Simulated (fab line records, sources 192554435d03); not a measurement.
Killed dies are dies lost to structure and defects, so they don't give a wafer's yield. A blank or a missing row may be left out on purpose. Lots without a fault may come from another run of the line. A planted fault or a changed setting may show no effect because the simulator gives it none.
Split-lot experiment | flow n5_finfet | 7 lots, 21 wafers read, on a route of 1938 steps

THE SPLIT
At N5_FIN_SAQP_HM_DEP_72 (deposits SiO2 from SiH4/N2O, target thk 12 nm, time 7.2 s), the setting time_s was moved away from the recipe's 7.2 s on 8 of the 21 wafers read, by -12.3% to +8.9%. The other wafers ran this setting at the recipe's value.

FROM THE SPLIT TO THE READING: what the file shows between them, 4 steps
- N5_FIN_SAQP_COAT_49: time 60 s, resist thk 100 nm
- N5_FIN_SAQP_COAT_50: time 60 s, resist thk 35 nm
- N5_FIN_SAQP_ETCH_52: etches SOC in N2/H2, target depth 100 nm, overetch 20 nm, time 150 s
- N5_FIN_SAQP_STRIP_53: strips in N2/H2

THE READING
etch.depth_nm (the simulator's own value, which no gauge read), in nm, at N5_FIN_SAQP_HM_OPEN_73 (chemistry CHF3/O2, target SiO2, stops on a-Si, target depth 12 nm, time 16.8 s). The file gives no usual value for it. The 13 wafers here that ran the recipe average 12.02 nm, standard deviation 0.24 nm.

wafer  | tool, chamber at the split | time_s as run, s | against the recipe | etch.depth_nm, nm | against lot-mates on the recipe
L078.3 | pecvd-01, 0                | 7.2              | recipe             | 11.65             | -
L078.4 | pecvd-01, 1                | 7.2              | recipe             | 11.82             | -
L078.5 | pecvd-01, 0                | 7.2              | recipe             | 11.69             | -
L079.1 | pecvd-02, 0                | 7.2              | recipe             | 11.94             | -
L079.4 | pecvd-02, 2                | 7.2              | recipe             | 12.31             | -
L079.6 | pecvd-02, 0                | 7.2              | recipe             | 12.29             | -
L082.2 | pecvd-02, 0                | 7.2              | recipe             | 11.98             | -
L082.3 | pecvd-02, 1                | 7.626            | +5.9%              | 12.59             | +0.61
L082.6 | pecvd-02, 2                | 7.626            | +5.9%              | 13.03             | +1.05
L084.2 | pecvd-03, 1                | 7.2              | recipe             | 12.09             | -
L084.3 | pecvd-03, 0                | 6.316            | -12.3%             | 10.71             | -1.38
L084.5 | pecvd-03, 1                | 6.316            | -12.3%             | 10.7              | -1.39
L085.2 | pecvd-01, 1                | 7.76             | +7.8%              | 12.92             | +0.88
L085.3 | pecvd-01, 2                | 7.2              | recipe             | 12.04             | -
L085.6 | pecvd-01, 1                | 7.76             | +7.8%              | 13                | +0.96
L090.1 | pecvd-02, 2                | 7.2              | recipe             | 12.07             | -
L090.2 | pecvd-02, 0                | 7.2              | recipe             | 11.85             | -
L090.4 | pecvd-02, 1                | 7.2              | recipe             | 11.97             | -
L092.2 | pecvd-03, 2                | 7.841            | +8.9%              | 13.21             | +0.69
L092.5 | pecvd-03, 0                | 7.841            | +8.9%              | 13.08             | +0.56
L092.6 | pecvd-03, 1                | 7.2              | recipe             | 12.52             | -

THE FIT
A straight line over all 21 wafers: etch.depth_nm changes by +0.116 nm for each +1% of time_s; r = +0.95; the points scatter about the line by 0.22 nm.
The same after taking each lot's own level away (the mean of its wafers on the recipe; 21 wafers): +0.107 nm for each +1%; r = +0.96; scatter 0.17 nm.
On that fit, the largest move of time_s shifts the reading by 1.3 nm.
The lots' own levels span 11.720 to 12.520 nm, that is 3.4 times the standard deviation above.
So the lot-to-lot level changes the slope little: the two slopes agree.
Check: with one of the wafers moved furthest among these (-12.3%) left out of the fit, the line predicts -1.29 nm for it against its lot-mates. It came out at -1.38 nm against them.

OTHER SPLITS ON THESE WAFERS
These wafers also went through other splits before the reading. Each is held against what the fit with the lots' levels taken away leaves over:
other split on the same wafers | wafers away from the commonest value | r with etch.depth_nm (lot level and that fit taken away)
N5_ZERO_LAYER_PECVD_02 time_s  | 7                                    | +0.21
N5_ZERO_LAYER_COAT_05 spin_rpm | 7                                    | +0.17
N5_FIN_SAQP_PECVD_06 time_s    | 4                                    | +0.42

THE WHOLE CHAIN: every reading that the file lists as answering this split, in the file's order
step                   | what it does                                                                   | reading                                                                            | change (the file's fit)               | r (the file's)
N5_FIN_SAQP_HM_DEP_72  | deposits SiO2 from SiH4/N2O, target thk 12 nm, time 7.2 s                      | SiO2_of_FIN_SAQP_HM_DEP_72.thk_nm (the simulator's own value, which no gauge read) | +0.107 nm for each +1% of the setting | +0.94
N5_FIN_SAQP_HM_OPEN_73 | chemistry CHF3/O2, target SiO2, stops on a-Si, target depth 12 nm, time 16.8 s | etch.depth_nm (the simulator's own value, which no gauge read)                     | +0.107 nm for each +1% of the setting | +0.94

THE FILE'S OWN FIT
etch.depth_nm changes by +0.107 nm for each +1% of time_s, r = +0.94.
